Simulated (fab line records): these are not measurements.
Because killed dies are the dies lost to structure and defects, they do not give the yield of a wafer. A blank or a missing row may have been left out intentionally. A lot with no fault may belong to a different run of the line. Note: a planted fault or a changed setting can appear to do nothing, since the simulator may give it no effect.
Struck lot and sound lot, side by side / flow n5Finfet / 38 steps out of a route of 1938
Sound: the wafers L915.2, L915.5, L915.6. Struck: wafers L921.1, L921.5. (L921.2 of the same lot was not struck and is left out.) The cause comes at the end.
Per side, at each step with rows, come the tool, then ch with its chambers, and then its first start. Under that, the readings that differ: sound wafers / struck wafers / difference of the means / sigmas: that difference in standard deviations of wafers without a fault.
alike: readings with means less than 2 such deviations apart, plus words and numbers identical on both sides. not compared: withheld readings, readings lacking a value on some wafer, bounds such as >300 that could conceal the same value, and numbers that have no deviation in the record and whose values overlap.
Wherever a step has rows on one side only, a row that says differs or no value, or a row with sigmas, the two part there. Numbers that have no deviation but don't overlap get no sigmas and don't part them. A reading missing from all wafers of one side parts the sides only when that side holds two or more wafers.

first, 9 steps without rows for these wafers: N5_BEOL_M4_ANNEAL_95 (time 240 s); N5_BEOL_M4_SPUTTER_96 (material Cu, target thk 4.5 nm, time 8.29 s); N5_BEOL_M4_ECD_50 (material Cu, target thk 300 nm); N5_BEOL_M4_ANNEAL_51 (time 90 s); N5_BEOL_M4_CMP_52 (polishes, stops on SiOC, t overpolish 6.8 s, target thk 40 nm); N5_BEOL_M4_PRE_CLEAN_60 (time 15 s); N5_BEOL_M4_CO_CAP_55 (material Co, precursor CCTBA/H2, target thk 2 nm, time 102.1 s); N5_BEOL_M4_PRE_CLEAN_56 (time 15 s); N5_BEOL_M4_DEP_57 (deposits SiCN from 3MS/NH3, target thk 8 nm, time 14 s).
N5_BEOL_M4_RC_MEAS_101:
  sound on prober-01 ch 0, day 10 21:40; struck on prober-01 ch 0, day 12 01:55
  alike: DIBL_N, DIBL_P, IOFF_N, IOFF_P, ION_N, ION_P, SS_N, SS_P, VT_N, VT_P
then, 24 steps without rows for these wafers: N5_BEOL_M5_ILD_DEP_00 (deposits SiCOH lowk from DEMS/porogen, target thk 140.64 nm, time 25.9 s); N5_BEOL_M5_CURE_79 (cures SiCOH lowk, time 240 s); N5_BEOL_M5_PECVD_70 (deposits SiO2 from TEOS/O2, target thk 16 nm, time 18 s); N5_BEOL_M5_HM_DEP_02 (deposits TiN, target thk 20 nm); N5_BEOL_M5_COAT_59 (time 60 s, resist thk 60 nm); N5_BEOL_M5_COAT_60 (time 60 s, resist thk 12 nm); N5_BEOL_M5_COAT_71 (time 60 s, resist thk 5 nm); N5_BEOL_M5_COAT_05 (resist thk 30 nm); N5_BEOL_M5_EBR_07; N5_BEOL_M5_SOFTBAKE_06 (time 60 s); N5_BEOL_M5_EXPOSE_08 (exposes mask M5, target cd 28 nm); N5_BEOL_M5_PEB_09 (peb time 60 s); N5_BEOL_M5_DEVELOP_10 (develop time 30 s); N5_BEOL_M5_DESCUM_16 (chemistry O2, time 7 s); N5_BEOL_M5_ETCH_72 (etches underlayer in N2/H2, target depth 6.5 nm, time 5.2 s); N5_BEOL_M5_ETCH_61 (etches SiARC in CF4, target depth 15.6 nm, time 26 s); N5_BEOL_M5_ETCH_62 (etches SOC in N2/H2, target depth 75 nm, overetch 15 nm, time 112.5 s); N5_BEOL_M5_STRIP_63 (strips in N2/H2); N5_BEOL_M5_STRIP_73 (strips in N2/H2); N5_BEOL_M5_STRIP_64 (strips in CF4); N5_BEOL_M5_HM_OPEN_17 (chemistry Cl2/BCl3, target TiN, target depth 20 nm, overetch 6 nm); N5_BEOL_M5_STRIP_19 (strips in O2); N5_BEOL_M5_COAT_65 (time 60 s, resist thk 60 nm); N5_BEOL_M5_COAT_66 (time 60 s, resist thk 12 nm).
-- record jumps: 2 days separate the struck wafers' starts on either side; left off in module BEOL_M5, taken up again in module BEOL_M11, whose first shown step is the route's number 1536 --
N5_BEOL_M11_ILD_DEP_00: deposits SiCOH lowk from DEMS/porogen, target thk 308.51 nm, time 58 s.
  sound on pecvd-01 ch 0,1, day 12 22:18; struck on pecvd-01 ch 0,1, day 14 07:19
reading=runLengthS (s); sound=101.0 101.7 101.3; struck=141.5 140.3; difference=+39.6; sigmas=+99
reading=model.SiCOH_lowk_of_BEOL_M11_ILD_DEP_00.thkNm (nm); sound=301.2 305.8 308; struck=506 519.2; difference=+208; sigmas=
  alike: heaterPowerW, showerheadPlenumPTorr, throttleValvePct
N5_BEOL_M11_THK_MEAS_01:
  sound on filmMetro-02 at day 12 23:02; struck on filmMetro-02 at day 14 07:54
reading=M11_ILD_THK (nm); sound=261 266 267; struck=444 456; difference=+185; sigmas=+51
N5_BEOL_M11_CMP_52: polishes, stops on SiCOH lowk, t overpolish 7 s, target thk 140 nm.
  sound on cmp-02 ch 0,1,2, day 13 05:28; struck on cmp-04 ch 1,2, day 14 14:02
reading=model.SiCOH_lowk_of_BEOL_M11_ILD_DEP_00.thkNm (nm); sound=258.6 262.6 264.6; struck=441.4 453.4; difference=+185.5; sigmas=
  alike: edgeZonePressureFrac, motorCurrentA, platenRpm
N5_PASSIVATION_PROBE_49:
  sound on prober-01 at day 15 11:29; struck on prober-02 at day 16 09:48
reading=defectLimitedYield (%); sound=88.7 92.1 90.6; struck=0 0; difference=-90; sigmas=-60
reading=killed_at_M4_up; sound=30 15 20; struck=1076 1087; difference=+1060; sigmas=+99 or more
reading=killedDies; sound=133 93 111; struck=1180 1180; difference=+1068; sigmas=+63
reading=killedOnRim; sound=19 10 12; struck=152 152; difference=+138; sigmas=+31
reading=sort_bin_5_function (%); sound=6.9 4.1 6.0; struck=95.7 96.4; difference=+90.4; sigmas=+94
reading=sortNPass; sound=1047 1087 1069; struck=0 0; difference=-1068; sigmas=-59
reading=sortYieldPct (%); sound=88.7 92.1 90.6; struck=0 0; difference=-90; sigmas=-60
  alike: killed_at_M0_to_M3, killedAtContacts, killedAtFrontEnd, killedAtOther, killedOpen, killedShort, sort_bin_6_memory

WHERE THEY PART
Earliest at N5_BEOL_M11_ILD_DEP_00; latest, in this record, at N5_PASSIVATION_PROBE_49.

WHY: what had been put in by the simulator
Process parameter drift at N5_BEOL_M11_ILD_DEP_00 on pecvd-01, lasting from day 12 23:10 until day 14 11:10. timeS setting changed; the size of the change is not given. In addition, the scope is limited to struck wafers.
